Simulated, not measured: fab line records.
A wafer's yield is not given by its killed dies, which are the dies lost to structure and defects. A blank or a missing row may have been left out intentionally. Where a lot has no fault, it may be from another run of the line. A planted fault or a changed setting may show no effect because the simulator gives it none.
Which of the tools did it? ; flow nandHarc ; 11 lots with 33 wafers sampled at 6 steps, on a route of 1302 steps

## WHAT EACH GAUGE READ, for each wafer
NHARC_P_ZERO_WELL_CD_MEAS_37: the cd target is 720 nm.
lot;measured;on;cdNm (nm)
L502;day 2 00:10;cdSem-02;717.2 719.4 719.3
L503;day 2 10:07;cdSem-03;719.3 719.4 718.5
L505;day 3 06:14;cdSem-03;720.7 718.6 717.2
L506;day 3 16:05;cdSem-01;719.3 718.4 718.7
L508;day 4 12:06;cdSem-03;717.3 718.0 718.6
L510;day 5 08:14;cdSem-03;719.1 720.0 719.7
L512;day 6 04:15;cdSem-01;719.5 717.1 719.8
L514;day 7 00:17;cdSem-03;719.9 718.7 718.9
L515;day 7 10:34;cdSem-02;715.2 717.7 717.1
L516;day 7 20:07;cdSem-01;- - -
L525;day 11 14:03;cdSem-03;717.9 718.0 719.4

NHARC_END_SORT_01.
lot;measured;on;killedAtArray;killedAtOther;killedAtPeriphery;killedDies;killedOpen;killedShort
L516;day 30 08:54;prober-02;58 74 70;1 1 0;618 602 607;677 677 677;0 4 5;1 3 1

## WHAT TOOL EACH LOT RAN ON (gives the tool, then ch and the chambers of the sampled wafers, and finally the start)
lot;NHARC_P_ZERO_WELL_EXPOSE_34;NHARC_P_ZERO_WELL_DESCUM_54;NHARC_P_GATE_DESCUM_13;NHARC_P_GATE_ETCH_104
L502;krfScanner-02 ch 0, day 2 00:01;rieDiel-10 ch 0,3, day 2 01:50;rieDiel-06 ch 2,3, day 4 04:44;rieDiel-06 ch 0,1, day 4 18:57
L503;krfScanner-04 ch 0, day 2 09:58;rieDiel-08 ch 1,2,3, day 2 12:00;rieDiel-07 ch 0,1, day 4 21:58;rieDiel-11 ch 1,2, day 5 12:43
L505;krfScanner-04 ch 0, day 3 06:04;rieDiel-01 ch 1,2, day 3 08:01;rieDiel-06 ch 1,3, day 5 11:55;rieDiel-06 ch 0,2,3, day 6 02:11
L506;krfScanner-02 ch 0, day 3 15:56;rieDiel-10 ch 2,3, day 3 17:53;rieDiel-11 ch 0,1,3, day 6 02:08;rieDiel-06 ch 1,2, day 6 20:12
L508;krfScanner-04 ch 0, day 4 11:57;rieDiel-10 ch 1,3, day 4 13:53;rieDiel-07 ch 0,2,3, day 6 22:40;rieDiel-07 ch 0,2,3, day 7 14:47
L510;krfScanner-02 ch 0, day 5 08:05;rieDiel-10 ch 1,2, day 5 10:02;rieDiel-07 ch 0,1, day 7 16:38;rieDiel-07 ch 1,2,3, day 8 08:57
L512;krfScanner-04 ch 0, day 6 04:05;rieDiel-08 ch 0,1,3, day 6 05:57;rieDiel-06 ch 1,2, day 8 14:29;rieDiel-06 ch 0,1, day 9 10:59
L514;krfScanner-02 ch 0, day 7 00:08;rieDiel-01 ch 1,2,3, day 7 02:06;rieDiel-11 ch 1,2, day 9 11:54;rieDiel-11 ch 0,1,3, day 10 02:58
L515;krfScanner-01 ch 0, day 7 10:25;rieDiel-10 ch 1,2, day 7 12:25;rieDiel-06 ch 1,2, day 9 19:16;rieDiel-11 ch 0,3, day 10 12:32
L516;krfScanner-02 ch 0, day 7 19:58;rieDiel-08 ch 0,1,2, day 7 21:49;-;-
L525;krfScanner-04 ch 0, day 11 13:53;rieDiel-10 ch 1,2,3, day 11 16:29;rieDiel-11 ch 0,1,2, day 13 19:31;rieDiel-11 ch 0,1,3, day 14 09:55
- NHARC_P_ZERO_WELL_EXPOSE_34: exposes mask P PWELL, target cd 720 nm.
- NHARC_P_ZERO_WELL_DESCUM_54: chemistry O2, time 3 s.
- NHARC_P_GATE_DESCUM_13: chemistry O2, time 3 s.
- NHARC_P_GATE_ETCH_104: etches the open film in CF4/CHF3, target depth 60 nm.

## WHAT THE TOOLS THEMSELVES READ (means of the sampled wafers that have a number; where no wafer has one, the mark that the record gives instead)
NHARC_P_ZERO_WELL_DESCUM_54.
lot;tool;drypumpMotorCurrentA (A);oesProductAu (a.u.);rfVppV (V);showerheadPlenumPTorr (Torr);throttleValvePct (%)
L502;rieDiel-10;5.88;1.005;57.9;1.93;11.314
L503;rieDiel-08;5.73;0.992;57.7;1.84;11.310
L505;rieDiel-01;6.09;1.000;57.7;1.89;11.318
L506;rieDiel-10;5.71;1.001;58.3;1.95;11.305
L508;rieDiel-10;5.72;0.988;57.3;1.85;11.322
L510;rieDiel-10;5.31;0.996;58.4;1.90;11.306
L512;rieDiel-08;5.73;0.999;57.3;1.82;11.301
L514;rieDiel-01;5.93;1.004;57.3;1.88;11.318
L515;rieDiel-10;5.32;0.993;57.4;1.90;11.312
L516;rieDiel-08;5.70;1.008;57.4;1.80;11.314
L525;rieDiel-10;5.60;1.006;57.8;1.88;11.313

NHARC_P_GATE_DESCUM_13.
lot;tool;drypumpMotorCurrentA (A);oesProductAu (a.u.);rfVppV (V);showerheadPlenumPTorr (Torr);throttleValvePct (%)
L502;rieDiel-06;5.8;1.001;58.1;1.91;11.321
L503;rieDiel-07;6.1;1.008;57.9;1.93;11.296
L505;rieDiel-06;5.3;0.998;57.4;1.96;11.314
L506;rieDiel-11;5.5;0.997;57.1;1.85;11.311
L508;rieDiel-07;6.1;1.001;57.8;1.96;11.305
L510;rieDiel-07;5.7;1.007;58.8;1.86;11.318
L512;rieDiel-06;5.3;1.007;58.0;1.89;11.311
L514;rieDiel-11;5.8;0.989;57.2;1.89;11.308
L515;rieDiel-06;5.5;1.003;57.4;1.85;11.307
L525;rieDiel-11;5.9;0.997;57.7;1.86;11.319

NHARC_P_GATE_ETCH_104.
lot;tool;drypumpMotorCurrentA (A);oesProductAu (a.u.);rfVppV (V);showerheadPlenumPTorr (Torr);throttleValvePct (%)
L502;rieDiel-06;5.7;0.921;370.1;1.57;16.804
L503;rieDiel-11;6.1;0.961;369.6;1.54;16.802
L505;rieDiel-06;5.9;0.918;369.7;1.55;16.798
L506;rieDiel-06;5.5;0.977;369.2;1.52;16.808
L508;rieDiel-07;6.0;0.923;372.1;1.61;16.802
L510;rieDiel-07;5.7;0.925;369.4;1.56;16.805
L512;rieDiel-06;5.7;0.933;370.9;1.57;16.803
L514;rieDiel-11;5.5;0.913;368.3;1.52;16.799
L515;rieDiel-11;5.6;0.957;367.5;1.49;16.797
L525;rieDiel-11;5.5;0.928;369.0;1.52;16.793

## THE ANSWER, worked out from the rows above alone
Rule: the usual values come from the lots themselves. The widest of any qualifying gaps counts: lots, ordered by their means at a reading, are off when they make up no more than a third of the lots, leave a main group of 4 or more, and stand apart from it by 3 or more times the standard deviation of that group's means. A main group is skipped when, at the precision printed for the reading in the tables above, its means are all equal. Also off: a lot with no number at a reading for which 4 or more lots have one. Where the step has rows for the other lots, those lots are counted as sound. After the gauges, taken in route order, come the tools' own readings; for these a lot's mean is taken, as printed above. At the first step where some lot is off, the reading lying furthest off is the one used; lots without a number count as furthest.
Off: L516, at NHARC_P_ZERO_WELL_CD_MEAS_37 (cdNm). Without a number there: L516. Main group: mean 718.6 nm, sd 0.76.
If a tool, at a process step before that reading, ran all the lots that are off and no sound lot after the first of them, it fits. The gauges at NHARC_P_ZERO_WELL_CD_MEAS_37 are tried like those tools. 2 tools fit, krfScanner-02 at NHARC_P_ZERO_WELL_EXPOSE_34 and cdSem-01 at NHARC_P_ZERO_WELL_CD_MEAS_37, so this cannot tell which one it is.

## WHAT THE SIMULATOR PUT IN
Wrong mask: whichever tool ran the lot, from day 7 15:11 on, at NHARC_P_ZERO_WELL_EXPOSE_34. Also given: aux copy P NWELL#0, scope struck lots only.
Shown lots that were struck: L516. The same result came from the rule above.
